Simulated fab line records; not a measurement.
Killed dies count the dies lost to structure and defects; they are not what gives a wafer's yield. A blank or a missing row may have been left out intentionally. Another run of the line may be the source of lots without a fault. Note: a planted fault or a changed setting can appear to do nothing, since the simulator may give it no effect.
fab line records	flow nand-harc
record lots=13	wafers=39	last-day=33
route steps=1302 shown P_CONTACT@237 P_M0@260
lots with no fault: from the same line, run without faults
start-h: start of the lot's first displayed wafer, in hours after the record's first day	wait-h: hours from the lot's prior step to this one	" identical to the entry in the row above	L1.1+2: several wafers, shown together as one row	- no value, or no start given	* or withheld: withheld	< > ~ a bound
route shown NAME@n: names a module that has steps shown in the file, with the first one's number in the route	usual: mean and standard deviation over wafers with no fault	same: alike in all rows	chamber/n: place in a boat	sites: each site's reading	_std_site: the standard deviation of these	_edge_site: mean of outer sites minus mean of inner sites	radius-mm: how far each site lies from the wafer's centre	mask NAME#n: copy n	behind: tool/chamber where the wafer was last shaped	hold: cause of the lot's hold/its duration in hours/its outcome	device: whichever transistor did not switch (one of n, p or np)	end of line: tests of these same wafers at the route's end	a step given without rows: its recipe and nothing more	killed: not the wafer's yield, but the dies lost to structure and defects at the first sort	map: dies across one wafer; x = killed, . = not, _ = none there
set.NAME: the setting as run; set.NAME@STEP: as run at that earlier step	model.NAME: the simulator's own value behind a step, which no gauge read
route steps across a sampled set of lots; one table per step, one row per wafer
services: when a tool's chamber went out of use (start-h, in hours from the record's first day, below 0 if earlier), for how many hours, and the reason
## steps
# step NHARC_P_CONTACT_ETCH_36
# recipe target-depth-a=2600	over-etch-frac=0.25	time-s=406.25	ion-energy-ev=200	n2-flow-sccm=150	h2-flow-sccm=150	ar-flow-sccm=0	rf-w=400	bias-w=150	chemistry=N2/H2
# usual drypump-motor-current-A=5.8/0.31	oes-product-au=1.002/0.016	rf-vpp-V=429.9/2.8	showerhead-plenum-p-Torr=2.02/0.1	throttle-valve-pct=14.172/0.009
# same over-etch-frac=0.25	time-s=406.25
lot.wafer	tool	chamber	start-h	wait-h	drypump-motor-current-A	oes-product-au	rf-hours-counter-h	rf-vpp-V	showerhead-plenum-p-Torr	throttle-valve-pct
L144.3	rie-diel-01	1	-	-	5.9	0.974	2.4	427.8	1.94	14.171
L144.1	"	2	"	"	6.3	0.997	2.3	430.0	1.95	14.180
L144.5	"	2	"	"	6.3	0.997	-	427.3	1.95	14.178
L150.1	rie-diel-01	0	-	-	6.1	0.976	4.1	427.6	2.01	14.169
L150.4	"	2	"	"	6.4	0.992	4.2	428.3	1.95	14.162
L150.5	"	1	"	"	5.8	0.982	-	428.2	1.94	14.169
L154.1	rie-diel-05	2	220.35	0.2	5.8	1.012	10.0	432.6	2.11	14.169
L154.3	"	1	"	"	6.0	1.010	-	430.7	2.06	14.169
L154.5	"	2	"	"	5.8	1.006	-	432.5	2.11	14.174
L155.3	rie-diel-12	3	-	-	5.7	1.021	3.2	434.5	2.21	14.175
L155.2	"	1	"	"	5.6	0.999	3.2	432.0	2.17	14.167
L155.6	"	2	"	"	5.1	1.020	-	427.8	1.92	14.201
L156.1	rie-diel-12	1	-	-	5.6	1.000	3.6	434.2	2.17	14.166
L156.3	"	2	"	"	5.1	1.013	3.9	427.3	1.92	14.166
L156.4	"	3	"	"	5.7	1.019	3.8	434.3	2.21	14.169
L159.3	rie-diel-01	3	-	-	5.8	1.005	1.2	428.1	1.91	14.166
L159.5	"	2	"	"	6.3	1.027	-	428.9	1.95	14.174
L159.6	"	3	"	"	5.8	1.002	-	426.7	1.91	14.184
L160.4	rie-diel-12	1	-	-	5.6	0.969	0.2	435.7	2.17	14.175
L160.1	"	2	"	"	5.2	1.013	0.2	427.3	1.92	14.162
L160.2	"	0	"	"	6.2	1.008	0.2	429.1	1.98	14.156
L161.6	rie-diel-12	2	-	-	5.1	1.021	-	427.9	1.92	14.165
L161.4	"	0	"	"	6.2	0.995	-	428.9	1.98	14.177
L161.5	"	1	"	"	5.6	0.980	-	436.0	2.17	14.186
L162.4	rie-diel-01	1	-	-	5.9	0.994	2.1	427.6	1.94	14.179
L162.6	"	3	"	"	5.8	1.004	-	426.2	1.91	14.175
L162.5	"	0	"	"	6.1	0.993	-	429.9	2.01	14.165
L163.1	rie-diel-12	3	-	-	5.7	1.015	0.9	434.9	2.21	14.172
L163.4	"	0	"	"	6.2	0.998	1.4	428.9	1.98	14.188
L163.5	"	2	"	"	5.2	1.017	-	427.2	1.92	14.179
L164.1	rie-diel-05	1	-	-	6.0	0.992	4.0	432.7	2.06	14.164
L164.4	"	2	"	"	5.8	1.026	4.1	431.1	2.11	14.157
L164.5	"	0	"	"	6.0	0.985	-	427.8	1.91	14.184
L165.1	rie-diel-12	0	-	-	6.2	0.998	1.8	429.8	1.98	14.182
L165.3	"	1	"	"	5.6	0.974	2.1	433.5	2.17	14.169
L165.5	"	0	"	"	6.2	0.983	-	430.2	1.98	14.173
L166.1	rie-diel-05	3	-	-	5.8	1.041	4.5	430.4	2.01	14.181
L166.4	"	0	"	"	6.0	1.000	4.5	428.9	1.91	14.170
L166.6	"	3	"	"	5.8	1.030	-	430.5	2.01	14.182
# step NHARC_P_CONTACT_DEGAS_38
# recipe temp-c=300	time-s=60
# usual heater-power-w=473/47
# same time-s=60
lot.wafer	tool	chamber	start-h	wait-h	heater-power-w
L144.3	pvd-sputter-03	-	112.95	-	538
L144.1	"	-	"	"	505
L144.5	"	-	"	"	452
L150.4	pvd-sputter-03	-	175.17	-	543
L150.1	"	-	"	"	512
L150.5	"	-	"	"	537
L154.1	pvd-sputter-03	-	222.15	-	500
L154.3	"	-	"	"	463
L154.5	"	-	"	"	488
L155.2	pvd-sputter-03	-	230.46	-	420
L155.3	"	-	"	"	491
L155.6	"	-	"	"	538
L156.4	pvd-sputter-02	-	234.96	-	491
L156.1	"	-	"	"	496
L156.3	"	-	"	"	463
L159.3	pvd-sputter-03	-	271.65	-	474
L159.6	"	-	"	"	489
L159.5	"	-	"	"	491
L160.4	pvd-sputter-01	-	289.12	-	389
L160.2	"	-	"	"	504
L160.1	"	-	"	"	381
L161.4	pvd-sputter-01	-	295.72	-	510
L161.6	"	-	"	"	522
L161.5	"	-	"	"	513
L162.4	pvd-sputter-03	-	295.79	-	414
L162.6	"	-	"	"	478
L162.5	"	-	"	"	552
L163.4	pvd-sputter-03	-	313.65	-	423
L163.1	"	-	"	"	534
L163.5	"	-	"	"	418
L164.1	pvd-sputter-01	-	314.38	-	506
L164.4	"	-	"	"	523
L164.5	"	-	"	"	377
L165.3	pvd-sputter-01	-	324.45	-	527
L165.1	"	-	"	"	501
L165.5	"	-	"	"	388
L166.1	pvd-sputter-03	-	334.49	-	421
L166.4	"	-	"	"	488
L166.6	"	-	"	"	530
# step NHARC_P_M0_EXPOSE_06
# recipe na=1.35	target-cd-nm=90	dose-mj=81.28	mask-id=P_M0
# usual exposure-dose-mJ-cm2=81.22/0.09
lot.wafer	tool	chamber	start-h	wait-h	mask	exposure-dose-mJ-cm2
L144.1	arfi-scanner-03	0	115.20	-	P_M0#0	81.19
L144.3	"	0	"	"	P_M0#0	81.33
L144.5	"	0	"	"	P_M0#0	81.35
L150.1	arfi-scanner-03	0	177.42	-	P_M0#0	81.26
L150.4	"	0	"	"	P_M0#0	81.15
L150.5	"	0	"	"	P_M0#0	81.26
L154.1	arfi-scanner-01	0	224.29	-	P_M0#0	87.32
L154.3	"	0	"	"	P_M0#0	87.23
L154.5	"	0	"	"	P_M0#0	87.19
L155.2	arfi-scanner-03	0	232.91	-	P_M0#0	81.29
L155.3	"	0	"	"	P_M0#0	81.24
L155.6	"	0	"	"	P_M0#0	81.25
L156.1	arfi-scanner-03	0	237.09	-	P_M0#0	81.24
L156.3	"	0	"	"	P_M0#0	81.27
L156.4	"	0	"	"	P_M0#0	81.26
L159.3	arfi-scanner-03	0	274.30	-	P_M0#0	81.28
L159.5	"	0	"	"	P_M0#0	81.22
L159.6	"	0	"	"	P_M0#0	81.27
L160.1	arfi-scanner-02	0	291.39	-	P_M0#0	81.16
L160.2	"	0	"	"	P_M0#0	81.04
L160.4	"	0	"	"	P_M0#0	81.00
L161.4	arfi-scanner-02	0	297.86	-	P_M0#0	81.03
L161.5	"	0	"	"	P_M0#0	81.11
L161.6	"	0	"	"	P_M0#0	81.00
L162.4	arfi-scanner-01	0	298.55	-	P_M0#0	81.24
L162.5	"	0	"	"	P_M0#0	81.28
L162.6	"	0	"	"	P_M0#0	81.25
L163.1	arfi-scanner-03	0	315.95	-	P_M0#0	81.23
L163.4	"	0	"	"	P_M0#0	81.25
L163.5	"	0	"	"	P_M0#0	81.34
L164.1	arfi-scanner-02	0	316.62	-	P_M0#0	81.19
L164.4	"	0	"	"	P_M0#0	81.21
L164.5	"	0	"	"	P_M0#0	81.32
L165.1	arfi-scanner-03	0	326.69	-	P_M0#0	81.27
L165.3	"	0	"	"	P_M0#0	81.30
L165.5	"	0	"	"	P_M0#0	81.27
L166.1	arfi-scanner-01	0	336.77	-	P_M0#0	81.36
L166.4	"	0	"	"	P_M0#0	81.35
L166.6	"	0	"	"	P_M0#0	81.38
# step NHARC_P_M0_CD_MEAS_09
# recipe target-cd-nm=90	landing-energy-ev=500
# usual cd-nm=90.4/0.77
lot.wafer	tool	chamber	start-h	wait-h	cd-nm
L144.1	cd-sem-02	0	115.34	-	89.6
L144.3	"	0	"	"	91.7
L144.5	"	0	"	"	91.2
L150.1	cd-sem-02	0	177.56	-	88.9
L150.4	"	0	"	"	89.9
L150.5	"	0	"	"	89.0
L154.1	cd-sem-03	0	224.43	-	95.0
L154.3	"	0	"	"	82.3
L154.5	"	0	"	"	71.2
L155.2	cd-sem-02	0	233.05	-	90.6
L155.3	"	0	"	"	91.7
L155.6	"	0	"	"	91.6
L156.1	cd-sem-01	0	237.23	-	89.8
L156.3	"	0	"	"	90.2
L156.4	"	0	"	"	90.5
L159.3	cd-sem-02	0	274.44	-	90.5
L159.5	"	0	"	"	90.0
L159.6	"	0	"	"	90.3
L160.1	cd-sem-01	0	291.53	-	90.6
L160.2	"	0	"	"	90.8
L160.4	"	0	"	"	90.5
L161.4	cd-sem-02	0	298.00	-	89.7
L161.5	"	0	"	"	89.6
L161.6	"	0	"	"	91.2
L162.4	cd-sem-02	0	298.68	-	90.6
L162.5	"	0	"	"	89.7
L162.6	"	0	"	"	90.1
L163.1	cd-sem-03	0	316.09	-	90.1
L163.4	"	0	"	"	89.6
L163.5	"	0	"	"	90.5
L164.1	cd-sem-01	0	316.76	-	90.1
L164.4	"	0	"	"	89.9
L164.5	"	0	"	"	89.8
L165.1	cd-sem-03	0	326.83	-	90.3
L165.3	"	0	"	"	90.0
L165.5	"	0	"	"	89.1
L166.1	cd-sem-01	0	336.90	-	90.9
L166.4	"	0	"	"	90.5
L166.6	"	0	"	"	90.2
# step NHARC_P_M0_ETCH_34
# recipe target-depth-a=400	overetch-a=120	time-s=43.94	ion-energy-ev=200	n2-flow-sccm=150	h2-flow-sccm=150	ar-flow-sccm=0	rf-w=400	bias-w=150	chemistry=N2/H2
# usual drypump-motor-current-A=5.7/0.45	oes-product-au=1.004/0.012	rf-vpp-V=429.6/2.8	showerhead-plenum-p-Torr=2.01/0.1	throttle-valve-pct=14.171/0.0088
# same time-s=43.94
lot.wafer	tool	chamber	start-h	wait-h	drypump-motor-current-A	oes-product-au	rf-hours-counter-h	rf-vpp-V	showerhead-plenum-p-Torr	throttle-valve-pct
L144.1	rie-diel-02	0	115.67	0.1	5.7	1.006	22	435.4	2.21	14.168
L144.3	"	2	"	"	6.0	1.010	19	429.0	2.00	14.169
L144.5	"	0	"	"	5.8	1.009	-	435.2	2.21	14.174
L150.4	rie-diel-06	1	177.83	0.1	5.2	0.992	7	428.7	1.97	14.181
L150.1	"	3	"	"	5.1	0.999	7	429.6	1.98	14.168
L150.5	"	1	"	"	5.3	0.988	-	428.2	1.97	14.168
L154.1	rie-diel-06	0	224.72	0.1	5.8	0.987	14	425.8	1.88	14.159
L154.3	"	3	"	"	5.1	1.010	16	428.7	1.98	14.162
L154.5	"	0	"	"	5.8	1.003	-	425.4	1.88	14.167
L155.2	rie-diel-06	1	233.31	0.1	5.3	1.001	13	429.2	1.96	14.172
L155.3	"	2	"	"	5.7	0.993	17	429.8	2.03	14.173
L155.6	"	2	"	"	5.8	0.976	-	431.2	2.03	14.175
L156.3	rie-diel-09	0	237.50	0.1	5.2	1.003	25	428.7	1.96	14.164
L156.1	"	1	"	"	5.8	0.999	26	434.4	2.19	14.173
L156.4	"	2	"	"	5.2	1.004	28	435.0	2.21	14.179
L159.3	rie-diel-02	1	274.72	0.1	6.1	1.010	15	431.9	2.06	14.181
L159.5	"	2	"	"	6.0	1.027	-	428.8	1.98	14.171
L159.6	"	3	"	"	6.6	1.020	-	434.5	2.21	14.183
L160.1	rie-diel-09	2	291.80	0.1	5.2	1.010	49	434.9	2.20	14.165
L160.2	"	3	"	"	6.4	1.015	50	426.3	1.91	14.176
L160.4	"	0	"	"	5.2	1.012	44	428.8	1.95	14.179
L161.4	rie-diel-06	0	298.27	0.1	5.8	0.990	25	427.1	1.88	14.167
L161.6	"	2	"	"	5.8	0.977	-	429.2	2.03	14.175
L161.5	"	3	"	"	5.2	1.020	-	428.0	1.98	14.160
L162.4	rie-diel-02	3	298.95	0.1	6.6	1.008	21	435.9	2.21	14.184
L162.5	"	2	"	"	6.0	1.022	-	430.9	1.98	14.168
L162.6	"	3	"	"	6.6	1.003	-	436.0	2.21	14.182
L163.1	rie-diel-06	3	316.51	0.2	5.1	1.010	0	429.0	1.98	14.181
L163.4	"	0	"	"	5.8	1.023	-	428.1	1.88	14.170
L163.5	"	3	"	"	5.1	1.019	-	427.7	1.98	14.172
L164.1	rie-diel-02	1	317.07	0.1	6.2	1.007	29	430.3	2.05	14.154
L164.5	"	2	"	"	6.0	1.028	-	427.6	1.98	14.190
L164.4	"	3	"	"	6.6	1.010	-	435.8	2.21	14.175
L165.1	rie-diel-06	1	327.10	0.1	5.3	1.020	1	427.7	1.96	14.170
L165.3	"	3	"	"	5.1	1.005	3	427.6	1.98	14.167
L165.5	"	2	"	"	5.7	1.026	-	428.0	2.03	14.167
L166.4	rie-diel-02	0	337.17	0.1	5.8	1.004	30	433.6	2.18	14.164
L166.1	"	1	"	"	6.2	1.008	36	431.4	2.05	14.178
L166.6	"	1	"	"	6.1	0.998	-	431.3	2.05	14.175
# step NHARC_P_M0_CD_MEAS_16
# usual cd-nm=90.0/1.1
lot.wafer	tool	chamber	start-h	wait-h	cd-nm
L144.1	cd-sem-01	-	115.91	-	90.6
L144.3	"	-	"	"	92.7
L144.5	"	-	"	"	90.2
L150.1	cd-sem-01	-	178.05	-	89.5
L150.4	"	-	"	"	90.8
L150.5	"	-	"	"	88.7
L154.1	cd-sem-03	-	224.96	-	94.6
L154.3	"	-	"	"	81.7
L154.5	"	-	"	"	69.9
L155.2	cd-sem-03	-	233.53	-	90.8
L155.3	"	-	"	"	90.1
L155.6	"	-	"	"	91.2
L156.1	cd-sem-02	-	237.71	-	88.6
L156.3	"	-	"	"	89.9
L156.4	"	-	"	"	91.2
L159.3	cd-sem-02	-	274.92	-	90.3
L159.5	"	-	"	"	89.2
L159.6	"	-	"	"	90.7
L160.1	cd-sem-01	-	292.01	-	92.2
L160.2	"	-	"	"	91.5
L160.4	"	-	"	"	90.7
L161.4	cd-sem-01	-	298.48	-	89.0
L161.5	"	-	"	"	88.9
L161.6	"	-	"	"	90.9
L162.4	cd-sem-02	-	299.17	-	90.5
L162.5	"	-	"	"	89.0
L162.6	"	-	"	"	90.1
L163.1	cd-sem-02	-	316.80	0.1	89.3
L163.4	"	-	"	"	89.5
L163.5	"	-	"	"	90.0
L164.1	cd-sem-01	-	317.30	-	89.5
L164.4	"	-	"	"	89.5
L164.5	"	-	"	"	89.8
L165.1	cd-sem-03	-	327.32	-	90.9
L165.3	"	-	"	"	89.9
L165.5	"	-	"	"	88.5
L166.1	cd-sem-01	-	337.40	-	90.1
L166.4	"	-	"	"	89.8
L166.6	"	-	"	"	89.2
## services
tool	chamber	start-h	hours	kind
rie-diel-06	3	89.64	8.3	repair
arfi-scanner-03	-	91.28	3.3	repair
rie-diel-12	-	91.49	9.0	pm
rie-diel-02	1	110.24	30.5	repair
rie-diel-12	2	123.81	3.2	repair
arfi-scanner-03	-	125.80	0.3	repair
rie-diel-06	-	130.20	9.0	pm
rie-diel-02	1	159.28	1.9	repair
rie-diel-06	1	184.22	11.9	repair
pvd-sputter-03	-	191.43	10.0	pm
arfi-scanner-03	-	196.00	4.0	pm
rie-diel-02	-	218.85	9.0	pm
rie-diel-12	3	220.02	7.5	repair
rie-diel-06	2	221.24	4.8	repair
rie-diel-12	0	221.73	5.2	repair
rie-diel-12	-	268.51	9.0	pm
rie-diel-12	-	281.84	0.7	repair
rie-diel-02	3	286.90	2.2	repair
rie-diel-12	3	293.25	15.9	repair
rie-diel-12	0	305.73	4.8	repair
rie-diel-06	-	307.20	9.0	pm
rie-diel-02	3	307.94	7.0	repair
rie-diel-02	0	315.63	12.1	repair
rie-diel-02	3	329.00	4.4	repair
## key
first-sign step=NHARC_P_M0_EXPOSE_06	reading=exposure-dose-mJ-cm2	direction=up	sigmas=67	usual=81.22	struck=87.25
effect step=NHARC_P_M0_CD_MEAS_09	reading=cd-nm	direction=down	sigmas=9.8	usual=90.4	struck=82.8	through=control-loop
effect step=NHARC_P_M0_CD_MEAS_16	reading=cd-nm	direction=down	sigmas=7.1	usual=90.0	struck=82.1	through=control-loop
met-at NHARC_P_M0_EXPOSE_06
struck-lots L154
later-rows-left-out L154.5
sort-left-out L154.1,L154.3,L154.5
loop-trim step=NHARC_P_M0_EXPOSE_06	setting=dose	lots=L154
not-acting-at NHARC_P_CONTACT_ETCH_36,NHARC_P_CONTACT_DEGAS_38,NHARC_P_M0_ETCH_34
fault kind=process-parameter-drift	tool=arfi-scanner-01	chamber=-	onset-h=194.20	steps=NHARC_P_M0_EXPOSE_06	channel=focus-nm	offset=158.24	spread-by-wafer=0.3	shape=step	end-h=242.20
# sort-left-out: the simulated sort isn't trusted on such a fault, so these wafers' sort isn't shown, and their yield isn't known
# later-rows-left-out: the simulator's readings of these wafers behind a module that went badly wrong aren't trusted and aren't shown, but for the sort
# loop-trim: a control loop set the setting to another value than it would have without faults
